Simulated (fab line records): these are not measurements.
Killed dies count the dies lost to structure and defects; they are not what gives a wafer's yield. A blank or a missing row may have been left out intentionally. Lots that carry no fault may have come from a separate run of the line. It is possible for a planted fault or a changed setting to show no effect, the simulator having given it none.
Chamber matching / flow n5_finfet / N5_BEOL_M5_STRIP_19 on rie_diel-03: 4 sister chambers
The step strips in O2. 22 wafers are shown with their chamber, then 11 later ones without.

== WAFERS PAIRED WITH THEIR CHAMBERS ==
wafer=L079.1; chamber=1; drypump_motor_current_A (A)=6.1; showerhead_plenum_p_Torr (Torr)=2.10; throttle_valve_pct (%)=16.76
wafer=L079.2; chamber=0; drypump_motor_current_A (A)=5.9; showerhead_plenum_p_Torr (Torr)=2.14; throttle_valve_pct (%)=16.85
wafer=L079.3; chamber=3; drypump_motor_current_A (A)=5.6; showerhead_plenum_p_Torr (Torr)=2.07; throttle_valve_pct (%)=16.73
wafer=L079.4; chamber=2; drypump_motor_current_A (A)=6.1; showerhead_plenum_p_Torr (Torr)=2.17; throttle_valve_pct (%)=17.02
wafer=L079.5; chamber=3; drypump_motor_current_A (A)=5.6; showerhead_plenum_p_Torr (Torr)=2.07; throttle_valve_pct (%)=16.73
wafer=L079.6; chamber=0; drypump_motor_current_A (A)=5.9; showerhead_plenum_p_Torr (Torr)=2.14; throttle_valve_pct (%)=16.85
wafer=L082.1; chamber=0; drypump_motor_current_A (A)=5.9; showerhead_plenum_p_Torr (Torr)=2.14; throttle_valve_pct (%)=16.87
wafer=L082.2; chamber=3; drypump_motor_current_A (A)=5.7; showerhead_plenum_p_Torr (Torr)=2.07; throttle_valve_pct (%)=16.72
wafer=L082.3; chamber=1; drypump_motor_current_A (A)=6.1; showerhead_plenum_p_Torr (Torr)=2.10; throttle_valve_pct (%)=16.78
wafer=L082.4; chamber=2; drypump_motor_current_A (A)=6.1; showerhead_plenum_p_Torr (Torr)=2.17; throttle_valve_pct (%)=17.02
wafer=L082.5; chamber=2; drypump_motor_current_A (A)=6.1; showerhead_plenum_p_Torr (Torr)=2.17; throttle_valve_pct (%)=17.03
wafer=L082.6; chamber=1; drypump_motor_current_A (A)=6.1; showerhead_plenum_p_Torr (Torr)=2.10; throttle_valve_pct (%)=16.77
wafer=L084.1; chamber=3; drypump_motor_current_A (A)=5.7; showerhead_plenum_p_Torr (Torr)=2.07; throttle_valve_pct (%)=16.74
wafer=L084.5; chamber=2; drypump_motor_current_A (A)=6.1; showerhead_plenum_p_Torr (Torr)=2.16; throttle_valve_pct (%)=17.03
wafer=L084.6; chamber=1; drypump_motor_current_A (A)=6.1; showerhead_plenum_p_Torr (Torr)=2.10; throttle_valve_pct (%)=16.77
wafer=L085.1; chamber=1; drypump_motor_current_A (A)=6.1; showerhead_plenum_p_Torr (Torr)=2.09; throttle_valve_pct (%)=16.79
wafer=L085.2; chamber=3; drypump_motor_current_A (A)=5.6; showerhead_plenum_p_Torr (Torr)=2.07; throttle_valve_pct (%)=16.76
wafer=L085.3; chamber=2; drypump_motor_current_A (A)=6.1; showerhead_plenum_p_Torr (Torr)=2.16; throttle_valve_pct (%)=17.02
wafer=L085.4; chamber=0; drypump_motor_current_A (A)=5.9; showerhead_plenum_p_Torr (Torr)=2.14; throttle_valve_pct (%)=16.87
wafer=L085.5; chamber=1; drypump_motor_current_A (A)=6.1; showerhead_plenum_p_Torr (Torr)=2.09; throttle_valve_pct (%)=16.78
wafer=L085.6; chamber=2; drypump_motor_current_A (A)=6.1; showerhead_plenum_p_Torr (Torr)=2.16; throttle_valve_pct (%)=17.04
wafer=L088.1; chamber=1; drypump_motor_current_A (A)=6.1; showerhead_plenum_p_Torr (Torr)=2.09; throttle_valve_pct (%)=16.79

SIGNATURES (averages over the wafers above)
reading=drypump_motor_current_A; chamber 0=5.900; chamber 1=6.100; chamber 2=6.100; chamber 3=5.640; scatter within a chamber=0.0258
reading=showerhead_plenum_p_Torr; chamber 0=2.1400; chamber 1=2.0957; chamber 2=2.1650; chamber 3=2.0700; scatter within a chamber=0.00423
reading=throttle_valve_pct; chamber 0=16.8600; chamber 1=16.7771; chamber 2=17.0267; chamber 3=16.7360; scatter within a chamber=0.0115
Rule: for each reading, subtract the chamber's mean from the wafer's reading, divide by that reading's scatter and square the result; add these up over the readings and take the root, which gives the wafer's distance from the chamber. If the next closest chamber is less than 2 further off than the closest, the wafer can't be placed; otherwise it belongs to the closest. How the scatter is found: for the shown wafers, subtract from each reading the mean of its chamber, square and add these, divide the total by (wafers less chambers), then take the root.

== WAFERS WHOSE CHAMBER IS MISSING ==
wafer=L088.2; drypump_motor_current_A (A)=6.1; showerhead_plenum_p_Torr (Torr)=2.16; throttle_valve_pct (%)=17.04
wafer=L088.5; drypump_motor_current_A (A)=6.1; showerhead_plenum_p_Torr (Torr)=2.16; throttle_valve_pct (%)=17.04
wafer=L087.1; drypump_motor_current_A (A)=5.6; showerhead_plenum_p_Torr (Torr)=2.07; throttle_valve_pct (%)=16.76
wafer=L087.5; drypump_motor_current_A (A)=5.9; showerhead_plenum_p_Torr (Torr)=2.14; throttle_valve_pct (%)=16.88
wafer=L087.6; drypump_motor_current_A (A)=6.1; showerhead_plenum_p_Torr (Torr)=2.09; throttle_valve_pct (%)=16.78
wafer=L089.1; drypump_motor_current_A (A)=6.1; showerhead_plenum_p_Torr (Torr)=2.09; throttle_valve_pct (%)=16.80
wafer=L089.4; drypump_motor_current_A (A)=5.7; showerhead_plenum_p_Torr (Torr)=2.06; throttle_valve_pct (%)=16.75
wafer=L089.5; drypump_motor_current_A (A)=6.1; showerhead_plenum_p_Torr (Torr)=2.16; throttle_valve_pct (%)=17.03
wafer=L093.3; drypump_motor_current_A (A)=6.1; showerhead_plenum_p_Torr (Torr)=2.09; throttle_valve_pct (%)=16.79
wafer=L093.5; drypump_motor_current_A (A)=6.1; showerhead_plenum_p_Torr (Torr)=2.16; throttle_valve_pct (%)=17.05
wafer=L093.6; drypump_motor_current_A (A)=6.1; showerhead_plenum_p_Torr (Torr)=2.09; throttle_valve_pct (%)=16.80

== CHAMBER TAKEN BY EACH ==
wafer=L088.2; from the rows above=2; in truth=2
wafer=L088.5; from the rows above=2; in truth=2
wafer=L087.1; from the rows above=3; in truth=3
wafer=L087.5; from the rows above=0; in truth=0
wafer=L087.6; from the rows above=1; in truth=1
wafer=L089.1; from the rows above=1; in truth=1
wafer=L089.4; from the rows above=3; in truth=3
wafer=L089.5; from the rows above=2; in truth=2
wafer=L093.3; from the rows above=1; in truth=1
wafer=L093.5; from the rows above=2; in truth=2
wafer=L093.6; from the rows above=1; in truth=1
Placed correctly: 11 of 11. Can't be placed from these rows: 0. Wrongly placed: 0.
